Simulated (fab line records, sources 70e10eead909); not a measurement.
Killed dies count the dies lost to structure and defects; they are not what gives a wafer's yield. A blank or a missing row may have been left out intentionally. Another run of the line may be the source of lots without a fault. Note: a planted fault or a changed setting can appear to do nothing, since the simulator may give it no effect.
The same fault as seen by 3 desks -- flow nand_harc -- each desk has only its own numbers; what lay behind them comes last

== THE DEFECT DESK ==
For each lot, the counts of the inspections along the route, averaged over the sampled wafers that have a number. The brackets show how far a lot's mean lies from the usual mean; more than 4 standard deviations puts the lot out of limits, marked OUT.
Columns: A = raw_defect_count at NHARC_P_START_INSPECT_01, usual 3.4
lot,first seen here,A
L492,day 2 12:02,3.0
L493,day 2 18:02,4.3
L495,day 3 06:02,1.7
L496,day 3 12:02,3.3
L500,day 4 12:02,2.3
L502,day 5 00:02,2.7
L504,day 5 12:02,2.3
L505,day 5 18:02,3.3
L506,day 6 00:02,2.3
L508,day 6 12:02,2.7
L511,day 7 06:02,6.0
This desk's finding: nothing out of limits on any of the 11 lots.

== DESK OF THE TOOL OWNER: krf_scanner-04 ==
The tool's own readings at NHARC_P_ZERO_WELL_EXPOSE_21 (exposes mask P NWELL, target cd 720 nm): means of the sampled wafers that have a number, for each lot that ran on this tool. The brackets show how far a lot's mean lies from the usual mean; more than 4 standard deviations puts the lot out of limits, marked OUT.
Columns: A = reticle_temp_C at NHARC_P_ZERO_WELL_EXPOSE_21, usual 23.01 C
lot,first seen here,A
L495,day 3 08:23,23.03
L496,day 3 14:19,23.02
L502,day 5 02:26,23.01
L504,day 5 14:23,22.89
L506,day 6 02:30,23.13
L508,day 6 14:27,23.05
This desk's finding: nothing out of limits on any of the 6 lots.

== AT THE METROLOGY DESK ==
Lot by lot, what the gauges showed, no matter which tool ran the lot: averages of those sampled wafers that carry a number. The brackets show how far a lot's mean lies from the usual mean; more than 4 standard deviations puts the lot out of limits, marked OUT.
Columns: A = cd_nm at NHARC_P_ZERO_WELL_CD_MEAS_24, usual 720.1 nm
lot,first seen here,A
L492,day 2 14:36,721.4
L493,day 2 20:31,723.3
L495,day 3 08:32,718.6
L496,day 3 14:28,721.1
L500,day 4 14:28,719.0
L502,day 5 02:35,719.6
L504,day 5 14:32,720.9
L505,day 5 20:28,721.2
L506,day 6 02:40,800.8 (+50) OUT
L508,day 6 14:36,748.1 (+18) OUT
L511,day 7 08:35,720.7
This desk's finding: out of limits on L506, L508; first on L506, day 6 02:40 (cd_nm at NHARC_P_ZERO_WELL_CD_MEAS_24). Within limits: L492, L493, L495, L496, L500, L502, L504, L505, L511.

== BROUGHT TOGETHER ==
Metrology desk: alarm possible at day 6 02:40 on L506, L508.
No out-of-limits result turned up at the defect desk.
Nothing out of limits was seen by the tool owner's desk.
The defect desk has L506, L508 on record, within its limits.
Tool owner's desk: L506, L508 on record, inside its limits.
Every lot named ran NHARC_P_ZERO_WELL_EXPOSE_21 on krf_scanner-04.

== WHAT WAS PUT IN BY THE SIMULATOR ==
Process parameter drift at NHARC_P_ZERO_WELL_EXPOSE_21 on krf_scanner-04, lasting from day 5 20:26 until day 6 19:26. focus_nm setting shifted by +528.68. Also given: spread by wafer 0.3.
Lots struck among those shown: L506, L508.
Delay in hours, fault start to first out-of-limits reading, per desk: metrology desk 6.
